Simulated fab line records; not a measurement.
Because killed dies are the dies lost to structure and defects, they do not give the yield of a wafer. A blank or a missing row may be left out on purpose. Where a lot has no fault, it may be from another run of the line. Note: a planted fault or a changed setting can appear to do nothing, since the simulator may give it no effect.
fab line records / flow n5Finfet
[record] lots = 4 wafers = 12 lastDay = 18
route steps=1938 shown BEOL_M1@782 PASSIVATION@1936
lots that met no fault: taken from a fault-free run of the same line
startH: the number of hours between the record's first day and the start of the first shown wafer of the lot / waitH: hours from the lot's prior step to this one / " same as the row above / L1.1+2: a single row standing in for several wafers / - either no value or no given start / * or withheld: withheld / < > ~ a bound
route shown NAME@n: a module of which the file shows steps, and the number in the route of the first / usual: mean/standard deviation taken from wafers without a fault / same: alike in all rows / chamber/n: place in a boat / sites: per-site readings / _std_site: how widely they spread, as a standard deviation / _edge_site: mean of outer sites minus mean of inner sites / radiusMm: for every site, how far away it sits from the centre of the wafer / mask NAME#n: copy n / behind: the tool/chamber that last shaped the wafer / hold: the reason the lot was held/the length of the hold in hours/how it ended / device: which transistor (n, p or np) failed to switch / end of line: at the end of the route, the tests of the same wafers / a step given without rows: its recipe and nothing more / killed: dies lost to structure and defects at the first sort, not the wafer's yield / map: per-die view of a wafer (x killed, . not killed, _ where there is no die)
set.NAME: setting as actually run; set.NAME@STEP: the setting as run at that earlier step / model.NAME: the simulator's own value behind a step, which no gauge read
lots at selected steps of the route; one table per step, one row per wafer
services: the hour from which a tool's chamber was out of use, counted from the record's first day as startH (under 0 if before that day), plus the number of hours and why
[[steps]]
[step N5_BEOL_M1_SOFTBAKE_23]
[recipe] tempC = 110 timeS = 60 resist = CAR-EUV
[step N5_BEOL_M1_EXPOSE_25]
[recipe] maskId = V0 na = 0.33 sourceShape = quasar sigmaInner = 0.2 sigmaOuter = 0.8 polarization = unpolarized defocusNm = 5 targetCdNm = 24 doseMj = 63
[step N5_BEOL_M1_PEB_26]
[recipe] pebTempC = 100 pebTimeS = 60 resist = CAR-EUV
[step N5_BEOL_M1_DEVELOP_27]
[recipe] developTimeS = 30 developer = TMAH resist = CAR-EUV rinseLiquid = surfactantRinse dry = airSpin devTempC = 23
[step N5_BEOL_M1_DESCUM_33]
[recipe] chemistry = O2 timeS = 7 sourcePowerW = 50 biasPowerW = 20 pressureMtorr = 20 rfFrequencyHz = 2.712e+07 tempC = 40 resist = CAR-EUV o2FlowSccm = 225
[step N5_BEOL_M1_ETCH_77]
[recipe] chemistry = N2/H2 target = underlayer targetDepthA = 65 maskMaterial = CAR-EUV timeS = 5.2 ionEnergyEv = 200 pressureMtorr = 30 sourceW = 840 biasW = 150 n2FlowSccm = 200 h2FlowSccm = 200 ends = cleared
[step N5_BEOL_M1_ETCH_69]
[recipe] chemistry = CF4 target = SiARC targetDepthA = 156 maskMaterial = CAR-EUV timeS = 26 ionEnergyEv = 80 pressureMtorr = 40 sourceW = 545 biasW = 36 Ar_flow_sccm = 100 cf4FlowSccm = 100 ends = cleared
[step N5_BEOL_M1_ALD_98]
[recipe] material = SiO2 targetThkA = 25 tempC = 100 aldPrecursorFamily = BDEAS aldCoReactant = O2-plasma pulseTimeS = 1 coReactantPulseTimeS = 1 purgeTimeS = 2 coReactantPurgeTimeS = 2 aldCycles = 17 pressureTorr = 2
[step N5_BEOL_M1_ETCHBACK_99]
[recipe] chemistry = CHF3 target = SiO2 targetDepthA = 50 timeS = 10.4 sourceW = 215 biasW = 47 Ar_flow_sccm = 200 CHF3_flow_sccm = 12 ionEnergyEv = 100 pressureMtorr = 30
[step N5_BEOL_M1_ETCH_70]
[recipe] chemistry = N2/H2 target = SOC targetDepthA = 800 overetchA = 160 maskMaterial = SiARC tempC = 40 timeS = 120 ionEnergyEv = 200 pressureMtorr = 30 sourceW = 840 biasW = 150 n2FlowSccm = 200 h2FlowSccm = 200
[usual] drypumpMotorCurrentA = 5.9/0.38 h2FlowSccm = 200.0/0.59 oesProductAu = 0.60/0.068 rfVppV = 523.5/2.4 showerheadPlenumPTorr = 2.53/0.084 throttleValvePct = 17.91/0.26
lot.wafer=L536.2 tool=rieDiel-04 chamber=3 startH=168.40 waitH=0.0 drypumpMotorCurrentA=5.5 h2FlowSccm=201.1 oesProductAu=0.65 rfHoursCounterH=55 rfVppV=526.3 showerheadPlenumPTorr=2.60 throttleValvePct=17.62
lot.wafer=L536.3 tool=rieDiel-04 chamber=0 startH=168.40 waitH=0.0 drypumpMotorCurrentA=6.3 h2FlowSccm=199.2 oesProductAu=0.53 rfHoursCounterH=250 rfVppV=519.7 showerheadPlenumPTorr=2.40 throttleValvePct=18.19
lot.wafer=L536.4 tool=rieDiel-04 chamber=0 startH=168.40 waitH=0.0 drypumpMotorCurrentA=6.4 h2FlowSccm=199.7 oesProductAu=0.53 rfHoursCounterH=- rfVppV=519.6 showerheadPlenumPTorr=2.40 throttleValvePct=18.20
lot.wafer=L547.1 tool=rieDiel-04 chamber=3 startH=189.12 waitH=0.0 drypumpMotorCurrentA=5.4 h2FlowSccm=200.8 oesProductAu=0.64 rfHoursCounterH=63 rfVppV=525.4 showerheadPlenumPTorr=2.59 throttleValvePct=17.64
lot.wafer=L547.4 tool=rieDiel-04 chamber=0 startH=189.12 waitH=0.0 drypumpMotorCurrentA=6.3 h2FlowSccm=199.5 oesProductAu=0.53 rfHoursCounterH=- rfVppV=519.3 showerheadPlenumPTorr=2.40 throttleValvePct=18.22
lot.wafer=L547.5 tool=rieDiel-04 chamber=1 startH=189.12 waitH=0.0 drypumpMotorCurrentA=5.8 h2FlowSccm=199.1 oesProductAu=0.52 rfHoursCounterH=- rfVppV=521.8 showerheadPlenumPTorr=2.51 throttleValvePct=18.15
lot.wafer=L548.2 tool=rieDiel-04 chamber=1 startH=206.48 waitH=0.0 drypumpMotorCurrentA=5.8 h2FlowSccm=200.0 oesProductAu=0.51 rfHoursCounterH=252 rfVppV=523.7 showerheadPlenumPTorr=2.51 throttleValvePct=18.16
lot.wafer=L548.4 tool=rieDiel-04 chamber=0 startH=206.48 waitH=0.0 drypumpMotorCurrentA=6.3 h2FlowSccm=200.7 oesProductAu=0.52 rfHoursCounterH=- rfVppV=519.9 showerheadPlenumPTorr=2.40 throttleValvePct=18.22
lot.wafer=L548.5 tool=rieDiel-04 chamber=3 startH=206.48 waitH=0.0 drypumpMotorCurrentA=5.4 h2FlowSccm=200.8 oesProductAu=0.62 rfHoursCounterH=- rfVppV=523.6 showerheadPlenumPTorr=2.59 throttleValvePct=17.65
lot.wafer=L558.1 tool=rieDiel-02 chamber=3 startH=266.51 waitH=0.0 drypumpMotorCurrentA=5.9 h2FlowSccm=201.0 oesProductAu=0.65 rfHoursCounterH=63 rfVppV=524.5 showerheadPlenumPTorr=2.59 throttleValvePct=17.79
lot.wafer=L558.5 tool=rieDiel-02 chamber=3 startH=266.51 waitH=0.0 drypumpMotorCurrentA=5.9 h2FlowSccm=201.1 oesProductAu=0.66 rfHoursCounterH=- rfVppV=525.2 showerheadPlenumPTorr=2.59 throttleValvePct=17.76
lot.wafer=L558.6 tool=rieDiel-02 chamber=2 startH=266.51 waitH=0.0 drypumpMotorCurrentA=5.3 h2FlowSccm=200.0 oesProductAu=0.67 rfHoursCounterH=- rfVppV=524.2 showerheadPlenumPTorr=2.59 throttleValvePct=17.82
[step N5_BEOL_M1_STRIP_71]
[recipe] chemistry = N2/H2 tempC = 40 n2FlowSccm = 200 h2FlowSccm = 200 rfFrequencyHz = 6e+07
[step N5_BEOL_M1_STRIP_78]
[recipe] chemistry = N2/H2 tempC = 40 n2FlowSccm = 200 h2FlowSccm = 200 rfFrequencyHz = 6e+07
[step N5_BEOL_M1_VIA_ETCH_34]
[recipe] chemistry = C4F6/O2 targetDepthA = 678 maskMaterial = SOC pressureMtorr = 15 ionEnergyEv = 250 taperDeg = 4 timeS = 64.4 sourceW = 350 biasW = 170 Ar_flow_sccm = 300 C4F6_flow_sccm = 10 O2_flow_sccm = 10
[step N5_BEOL_M1_STRIP_83]
[recipe] chemistry = C4F6/O2 resist = SiARC rfFrequencyHz = 6e+07
[step N5_BEOL_M1_STRIP_36]
[recipe] chemistry = N2/H2 powerW = 450 tempC = 40 pressureMtorr = 20 rfFrequencyHz = 6e+07 overashFraction = 0.3 biasPowerW = 7 h2Frac = 0.5 n2FlowSccm = 200 h2FlowSccm = 200
[step N5_BEOL_M1_TRENCH_ETCH_37]
[recipe] chemistry = C4F6/O2 targetDepthA = 552.07 target = SiOC timeS = 29 ionEnergyEv = 250 pressureMtorr = 30 sourceW = 355 biasW = 185 Ar_flow_sccm = 300 C4F6_flow_sccm = 10 O2_flow_sccm = 10
[step N5_BEOL_M1_ETCH_41]
[recipe] chemistry = CH3F/O2 target = SiCN targetDepthA = 319 taperDeg = 2 timeS = 57.8 ionEnergyEv = 120 maskMaterial = TiN pressureMtorr = 30 sourceW = 395 biasW = 75 Ar_flow_sccm = 150 CH3F_flow_sccm = 30 O2_flow_sccm = 20
[step N5_BEOL_M1_STRIP_97]
[recipe] chemistry = N2/H2 timeS = 10 powerW = 450 tempC = 40 pressureMtorr = 20 rfFrequencyHz = 6e+07 biasPowerW = 7 n2FlowSccm = 200 h2FlowSccm = 200
[step N5_BEOL_M1_HM_STRIP_39]
[recipe] chemistry = peroxideTinStrip material = TiN targetDepthA = 250 tempC = 50 timeS = 158
[step N5_BEOL_M1_SRD_40]
[recipe] timeS = 30 tempC = 23 rinseLiquid = diw dry = ipaMarangoni
[step N5_BEOL_M1_PRECLEAN_42]
[recipe] chemistry = residueRemover timeS = 60 tempC = 40
[step N5_BEOL_M1_SRD_43]
[recipe] timeS = 30 tempC = 23 rinseLiquid = diw dry = ipaMarangoni
[step N5_BEOL_M1_DEGAS_44]
[recipe] ambient = vacuum tempC = 250 timeS = 60
[step N5_BEOL_M1_PRE_CLEAN_45]
[recipe] gas = H2/He timeS = 30 tempC = 250
[step N5_BEOL_M1_ALD_84]
[recipe] material = TaN targetThkA = * tempC = 275 aldPrecursorFamily = PDMAT aldCoReactant = NH3 pressureTorr = 3 carrierFlowSccm = 1500 pulseTimeS = 2 purgeTimeS = 3 coReactantPurgeTimeS = 2 coReactantPulseTimeS = 3 aldCycles = 30 precursorVesselTempC = 75 precursorVesselPressureTorr = 26.25 precursorVesselCarrierSccm = 1000
[step N5_BEOL_M1_SURFACE_TREAT_85]
[recipe] gas = Ar timeS = * ionEnergyEv = * ionCurrentMaCm2 = 0.5 pressureMtorr = * arFlowSccm = 30
[step N5_BEOL_M1_CVD_47]
[recipe] material = Co targetThkA = 30 tempC = withheld precursor = CCTBA/H2 pressureTorr = 30 timeS = 223.8
[step N5_BEOL_M1_SPUTTER_48]
[recipe] material = Cu targetThkA = 45 tempC = -20 chamberPressurePa = 0.07 powerW = withheld timeS = 8.29
[step N5_BEOL_M1_ANNEAL_49]
[recipe] tempC = 400 timeS = 240 ambient = vacuum
[step N5_BEOL_M1_SPUTTER_79]
[recipe] material = Cu targetThkA = 45 tempC = -20 chamberPressurePa = 0.07 powerW = withheld timeS = 8.29
[step N5_BEOL_M1_ANNEAL_80]
[recipe] tempC = 400 timeS = 240 ambient = vacuum
[step N5_BEOL_M1_SPUTTER_81]
[recipe] material = Cu targetThkA = 45 tempC = -20 chamberPressurePa = 0.07 powerW = withheld timeS = 8.29
[step N5_BEOL_M1_ANNEAL_82]
[recipe] tempC = 400 timeS = 240 ambient = vacuum
[step N5_BEOL_M1_SPUTTER_86]
[recipe] material = Cu targetThkA = 45 tempC = -20 chamberPressurePa = 0.07 powerW = withheld timeS = 8.29
[step N5_BEOL_M1_ANNEAL_87]
[recipe] tempC = 400 timeS = 240 ambient = vacuum
[step N5_BEOL_M1_SPUTTER_88]
[recipe] material = Cu targetThkA = 45 tempC = -20 chamberPressurePa = 0.07 powerW = withheld timeS = 8.29
[step N5_BEOL_M1_ANNEAL_89]
[recipe] tempC = 400 timeS = 240 ambient = vacuum
[step N5_PASSIVATION_PROBE_49]
[usual] defectLimitedYield = 91.7/1.5 killed_at_M0_to_M3 = 32/10 killed_at_M4_up = 14/5.3 killedAtContacts = 13/5.7 killedAtFrontEnd = 37/10 killedAtOther = 3.3/2.5 killedDies = 98/18 killedOnRim = 13/3.6 killedOpen = 65/13 killedShort = 31/7.5 sort_bin_4_leakage = 0.00/0.0099 sort_bin_5_function = 4.9/0.91 sort_bin_6_memory = 3.1/0.71 sortNPass = 1082/18 sortYieldPct = 91.7/1.5
[same] grossDies = 1180 killedAtBackSide = 0 sort_bin_8_speed[%] = 0
lot.wafer=L536.2 tool=prober-01 chamber=- startH=331.82 waitH=0.1 defectLimitedYield[%]=89.2 killed_at_M0_to_M3=18 killed_at_M4_up=18 killedAtContacts=17 killedAtFrontEnd=74 killedAtOther=1 killedDies=128 killedOnRim=17 killedOpen=88 killedShort=36 sort_bin_4_leakage[%]=0 sort_bin_5_function[%]=6.5 sort_bin_6_memory[%]=3.8 sortNPass=1052 sortYieldPct[%]=89.2
lot.wafer=L536.3 tool=prober-01 chamber=- startH=331.87 waitH=0.1 defectLimitedYield[%]=91.7 killed_at_M0_to_M3=41 killed_at_M4_up=16 killedAtContacts=10 killedAtFrontEnd=30 killedAtOther=1 killedDies=98 killedOnRim=16 killedOpen=66 killedShort=31 sort_bin_4_leakage[%]=0 sort_bin_5_function[%]=4.8 sort_bin_6_memory[%]=3.3 sortNPass=1082 sortYieldPct[%]=91.7
lot.wafer=L536.4 tool=prober-01 chamber=- startH=331.92 waitH=0.2 defectLimitedYield[%]=92.3 killed_at_M0_to_M3=20 killed_at_M4_up=21 killedAtContacts=16 killedAtFrontEnd=33 killedAtOther=1 killedDies=91 killedOnRim=13 killedOpen=54 killedShort=32 sort_bin_4_leakage[%]=0 sort_bin_5_function[%]=4.9 sort_bin_6_memory[%]=2.2 sortNPass=1089 sortYieldPct[%]=92.3
lot.wafer=L547.1 tool=prober-01 chamber=- startH=342.40 waitH=0.0 defectLimitedYield[%]=82.0 killed_at_M0_to_M3=171 killed_at_M4_up=8 killedAtContacts=9 killedAtFrontEnd=13 killedAtOther=11 killedDies=212 killedOnRim=28 killedOpen=48 killedShort=24 sort_bin_4_leakage[%]=0 sort_bin_5_function[%]=11.5 sort_bin_6_memory[%]=3.5 sortNPass=968 sortYieldPct[%]=82.0
lot.wafer=L547.4 tool=prober-01 chamber=- startH=342.55 waitH=0.2 defectLimitedYield[%]=91.7 killed_at_M0_to_M3=35 killed_at_M4_up=10 killedAtContacts=11 killedAtFrontEnd=36 killedAtOther=6 killedDies=98 killedOnRim=12 killedOpen=62 killedShort=36 sort_bin_4_leakage[%]=0 sort_bin_5_function[%]=4.7 sort_bin_6_memory[%]=3.4 sortNPass=1082 sortYieldPct[%]=91.7
lot.wafer=L547.5 tool=prober-01 chamber=- startH=342.60 waitH=0.2 defectLimitedYield[%]=91.7 killed_at_M0_to_M3=30 killed_at_M4_up=9 killedAtContacts=10 killedAtFrontEnd=42 killedAtOther=7 killedDies=98 killedOnRim=11 killedOpen=61 killedShort=32 sort_bin_4_leakage[%]=0 sort_bin_5_function[%]=4.7 sort_bin_6_memory[%]=3.2 sortNPass=1082 sortYieldPct[%]=91.7
lot.wafer=L548.2 tool=prober-02 chamber=- startH=360.53 waitH=0.1 defectLimitedYield[%]=89.3 killed_at_M0_to_M3=51 killed_at_M4_up=13 killedAtContacts=16 killedAtFrontEnd=45 killedAtOther=1 killedDies=126 killedOnRim=13 killedOpen=86 killedShort=36 sort_bin_4_leakage[%]=0 sort_bin_5_function[%]=6.8 sort_bin_6_memory[%]=3.4 sortNPass=1054 sortYieldPct[%]=89.3
lot.wafer=L548.4 tool=prober-02 chamber=- startH=360.63 waitH=0.2 defectLimitedYield[%]=87.6 killed_at_M0_to_M3=71 killed_at_M4_up=17 killedAtContacts=12 killedAtFrontEnd=44 killedAtOther=2 killedDies=146 killedOnRim=12 killedOpen=101 killedShort=45 sort_bin_4_leakage[%]=0 sort_bin_5_function[%]=6.9 sort_bin_6_memory[%]=4.8 sortNPass=1034 sortYieldPct[%]=87.6
lot.wafer=L548.5 tool=prober-02 chamber=- startH=360.68 waitH=0.2 defectLimitedYield[%]=80.2 killed_at_M0_to_M3=173 killed_at_M4_up=12 killedAtContacts=15 killedAtFrontEnd=31 killedAtOther=3 killedDies=234 killedOnRim=26 killedOpen=66 killedShort=29 sort_bin_4_leakage[%]=0.08 sort_bin_5_function[%]=11.8 sort_bin_6_memory[%]=4.1 sortNPass=945 sortYieldPct[%]=80.1
lot.wafer=L558.1 tool=prober-02 chamber=- startH=434.58 waitH=0.0 defectLimitedYield[%]=89.7 killed_at_M0_to_M3=33 killed_at_M4_up=25 killedAtContacts=11 killedAtFrontEnd=44 killedAtOther=8 killedDies=121 killedOnRim=12 killedOpen=83 killedShort=38 sort_bin_4_leakage[%]=0 sort_bin_5_function[%]=5.8 sort_bin_6_memory[%]=4.0 sortNPass=1059 sortYieldPct[%]=89.7
lot.wafer=L558.5 tool=prober-02 chamber=- startH=434.78 waitH=0.2 defectLimitedYield[%]=90.3 killed_at_M0_to_M3=23 killed_at_M4_up=18 killedAtContacts=15 killedAtFrontEnd=58 killedAtOther=1 killedDies=115 killedOnRim=17 killedOpen=78 killedShort=37 sort_bin_4_leakage[%]=0 sort_bin_5_function[%]=5.6 sort_bin_6_memory[%]=3.8 sortNPass=1065 sortYieldPct[%]=90.3
lot.wafer=L558.6 tool=prober-02 chamber=- startH=434.83 waitH=0.3 defectLimitedYield[%]=90.4 killed_at_M0_to_M3=34 killed_at_M4_up=16 killedAtContacts=11 killedAtFrontEnd=45 killedAtOther=7 killedDies=113 killedOnRim=20 killedOpen=63 killedShort=50 sort_bin_4_leakage[%]=0 sort_bin_5_function[%]=5.6 sort_bin_6_memory[%]=3.7 sortNPass=1067 sortYieldPct[%]=90.4
// killed by level:class
L536.2 STI_FIN_REVEAL:geometricParticle:open=28 MOL_CONTACT_COAG:geometricParticle:open=13 FIN_SAQP:geometricParticle:open=11 DUMMY_GATE:geometricParticle:open=11 FIN_SAQP:geometricParticle:short=9 STI_FIN_REVEAL:geometricParticle:short=7 BEOL_M4:geometricParticle:open=7 MOL_CONTACT_COAG:geometricParticle:short=4
L536.3 BEOL_M0_SAQP:geometricParticle:open=13 BEOL_M1:geometricParticle:open=10 BEOL_M4:geometricParticle:open=9 FIN_SAQP:geometricParticle:open=7 DUMMY_GATE:geometricParticle:open=7 MOL_CONTACT_COAG:geometricParticle:open=7 BEOL_M0_SAQP:geometricParticle:short=7 DUMMY_GATE:geometricParticle:short=4
L536.4 MOL_CONTACT_COAG:geometricParticle:open=11 BEOL_M4:geometricParticle:open=10 STI_FIN_REVEAL:geometricParticle:open=6 STI_FIN_REVEAL:geometricParticle:short=5 MOL_CONTACT_COAG:geometricParticle:short=5 HKMG_FIN:areaEtch=5 BEOL_M0_SAQP:geometricParticle:short=4 BEOL_M0_SAQP:geometricParticle:open=4
L547.1 BEOL_M1:unspecified=140 BEOL_M0_SAQP:geometricParticle:open=15 BEOL_M0_SAQP:geometricParticle:short=9 MOL_CONTACT_COAG:geometricParticle:open=8 FIN_SAQP:geometricParticle:open=4 BEOL_M3:geometricParticle:open=4 BEOL_M5:geometricParticle:open=4 GATE_CUT:geometricParticle:short=3
L547.4 FIN_SAQP:geometricParticle:open=16 BEOL_M0_SAQP:geometricParticle:short=15 BEOL_M0_SAQP:geometricParticle:open=14 MOL_CONTACT_COAG:geometricParticle:open=9 BEOL_M4:geometricParticle:open=6 BEOL_M3:geometricParticle:open=5 FIN_SAQP:geometricParticle:short=4 ILD0:geometricParticle:short=3
L547.5 FIN_SAQP:geometricParticle:open=15 BEOL_M0_SAQP:geometricParticle:short=11 FIN_SAQP:geometricParticle:short=8 MOL_CONTACT_COAG:geometricParticle:open=8 BEOL_M0_SAQP:geometricParticle:open=7 STI_FIN_REVEAL:geometricParticle:open=5 BEOL_M2:geometricParticle:open=4 HKMG_FIN:areaEtch=4
L548.2 FIN_SAQP:geometricParticle:open=16 MOL_CONTACT_COAG:geometricParticle:open=14 BEOL_M0_SAQP:geometricParticle:short=12 BEOL_M0_SAQP:geometricParticle:open=10 FIN_SAQP:geometricParticle:short=9 STI_FIN_REVEAL:geometricParticle:open=9 BEOL_M1:geometricParticle:open=9 BEOL_M2:geometricParticle:open=7
L548.4 BEOL_M0_SAQP:geometricParticle:short=21 BEOL_M0_SAQP:geometricParticle:open=18 FIN_SAQP:geometricParticle:open=16 BEOL_M1:geometricParticle:open=13 MOL_CONTACT_COAG:geometricParticle:open=10 BEOL_M2:geometricParticle:open=10 BEOL_M4:geometricParticle:open=10 FIN_SAQP:geometricParticle:short=7
L548.5 BEOL_M1:unspecified=137 FIN_SAQP:geometricParticle:open=15 MOL_CONTACT_COAG:geometricParticle:open=13 FIN_SAQP:geometricParticle:short=10 BEOL_M0:geometricParticle:open=10 BEOL_M0_SAQP:geometricParticle:open=9 BEOL_M0_SAQP:geometricParticle:short=7 BEOL_M1:geometricParticle:open=5
L558.1 FIN_SAQP:geometricParticle:open=21 BEOL_M0_SAQP:geometricParticle:open=11 BEOL_M0_SAQP:geometricParticle:short=10 BEOL_M5:geometricParticle:open=10 MOL_CONTACT_COAG:geometricParticle:open=7 BEOL_M2:geometricParticle:open=7 FIN_SAQP:geometricParticle:short=6 GATE_CUT:geometricParticle:short=6
L558.5 FIN_SAQP:geometricParticle:open=18 MOL_CONTACT_COAG:geometricParticle:open=13 STI_FIN_REVEAL:geometricParticle:open=9 FIN_SAQP:geometricParticle:short=8 GATE_CUT:geometricParticle:short=7 BEOL_M4:geometricParticle:short=6 BEOL_M0_SAQP:geometricParticle:open=6 BEOL_M2:geometricParticle:open=5
L558.6 BEOL_M0_SAQP:geometricParticle:short=11 BEOL_M0_SAQP:geometricParticle:open=11 FIN_SAQP:geometricParticle:short=9 FIN_SAQP:geometricParticle:open=8 BEOL_M4:geometricParticle:open=8 GATE_CUT:geometricParticle:short=7 GATE_CUT:geometricParticle:open=6 MOL_CONTACT_COAG:geometricParticle:short=6
// map L547.1 (x killed, . not)
_________________.........x..________________
______________.................._____________
___________........................__________
__________........................x._________
________..x.xx........................_______
_______.x....................x....x...x______
______x................................._____
_____..xx..........x.........x.....x.....____
____...x...x.x................x...........___
___........................................__
___...x...............x..............x...x.__
__...........x..........x.....x..........x.._
__x.........x..............................x_
_.....x........x.x...................x.......
_...........x....x.......x..............x....
_...x.......x..............x..............x..
_.....x.x.x.x...x..x..................x......
_.......xxx.....x............................
_xx..xxxxxxxxx..............x...............x
_.xxxxxxxxxxxxx..x.........x...............xx
_.xxxxxxxxxxxxxx........................x...x
__xxxxxxxxxxxxxxxx...x...x..........x......._
__xxxxxxxxxxxxx.xxx............x............_
___xxxxxxxxxxxxxxx.........x...............__
___xxxxxxxxxxxxxx............x.............__
____xxxxxxxxxxxxx.....x......x...........x___
_____xxxxxxxxxx..x........xx.............____
______xxxxx.xxxxx...........x..........._____
_______.xx........................x....______
________.......................x......_______
__________.................x........_________
___________........................__________
______________................x._____________
_________________............________________
// map L548.5 (x killed, . not)
_________________...........x________________
______________..x..............._____________
___________......xx.............x..__________
__________......x...xx.........x...._________
________.............................._______
_______............x...........x.x..x..______
______....x.............x..............._____
_____..x.xx..........x.............x....x____
____....................x.x.....x.........___
___.................x.........x......x...x.__
___xx..x...x...............x.............x.__
__..x.x....xx.................x..x.........._
__......x..............x..........x........._
_....................x.......................
_......x........................x............
_.....xxx.......x..............x.............
_..xx..xxxx.............x..x..........x......
_....xxxx.xx.x...x..x........................
_.xxxx.xxxxxx.....xx........................x
_..xxxxxxxxxxxxx..x.x....x.................x.
_xxxxxxxxxxxxxx.x............................
__xxxxxxxxxxxxxxx...x........x.........x...._
__.xxxxxxxxxxxxxxx.............x....x......._
___xxxxxxxxxxxxxx.................x.....xx.__
___xxxxxxxxxxxxx.................x.........__
____xxxxxxxxxxx.x..x........x.............___
_____xxxxxxxxx.xx..x........xx...........____
______xxxxxx..x.....x..................._____
_______x.xxx.x.x...................x..x______
________.x....x..........x..x........._______
__________......x................x.x_________
___________........................__________
______________.....x............_____________
_________________.....x....x.________________
[[services]]
tool=rieDiel-02 chamber=2 startH=161.44 hours=8.3 kind=repair
tool=rieDiel-02 chamber=1 startH=183.49 hours=5.8 kind=repair
tool=rieDiel-02 chamber=- startH=199.34 hours=2.8 kind=pm
tool=rieDiel-04 chamber=0 startH=228.92 hours=- kind=clean
tool=rieDiel-04 chamber=0 startH=228.92 hours=- kind=consumableReplace:focusRing
tool=rieDiel-04 chamber=0 startH=228.92 hours=- kind=consumableReplace:showerhead
tool=rieDiel-04 chamber=0 startH=228.92 hours=27.6 kind=scheduledDown
tool=rieDiel-04 chamber=0 startH=228.92 hours=27.6 kind=ventCycle
tool=rieDiel-04 chamber=1 startH=256.49 hours=- kind=clean
tool=rieDiel-04 chamber=1 startH=256.49 hours=- kind=consumableReplace:focusRing
tool=rieDiel-04 chamber=1 startH=256.49 hours=17.6 kind=scheduledDown
tool=rieDiel-04 chamber=1 startH=256.49 hours=17.6 kind=ventCycle
tool=rieDiel-02 chamber=0 startH=265.89 hours=- kind=clean
tool=rieDiel-02 chamber=0 startH=265.89 hours=- kind=consumableReplace:focusRing
tool=rieDiel-02 chamber=0 startH=265.89 hours=- kind=consumableReplace:showerhead
tool=rieDiel-02 chamber=0 startH=265.89 hours=15.8 kind=scheduledDown
tool=rieDiel-02 chamber=0 startH=265.89 hours=15.8 kind=ventCycle
[[key]]
[firstSign] step = N5_PASSIVATION_PROBE_49 reading = killed_at_M0_to_M3 direction = up sigmas = 13 usual = 32 struck = 172
[effect] step = N5_PASSIVATION_PROBE_49 reading = defectLimitedYield direction = down sigmas = 7.1 usual = 91.7 struck = 81.1
[moreKillsBornAt] N5_BEOL_M1_ETCH_70@rieDiel-04 = 277
metAt N5_BEOL_M1_ETCH_70
struckWafers L547.1,L548.5
onsetBetween 168.40 189.12
[fault] kind = chamberParticleSource tool = rieDiel-04 chamber = 3 onsetH = 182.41 steps = N5_BEOL_M1_ETCH_70 ratePerVisitCm2 = 1.5163 endH = 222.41
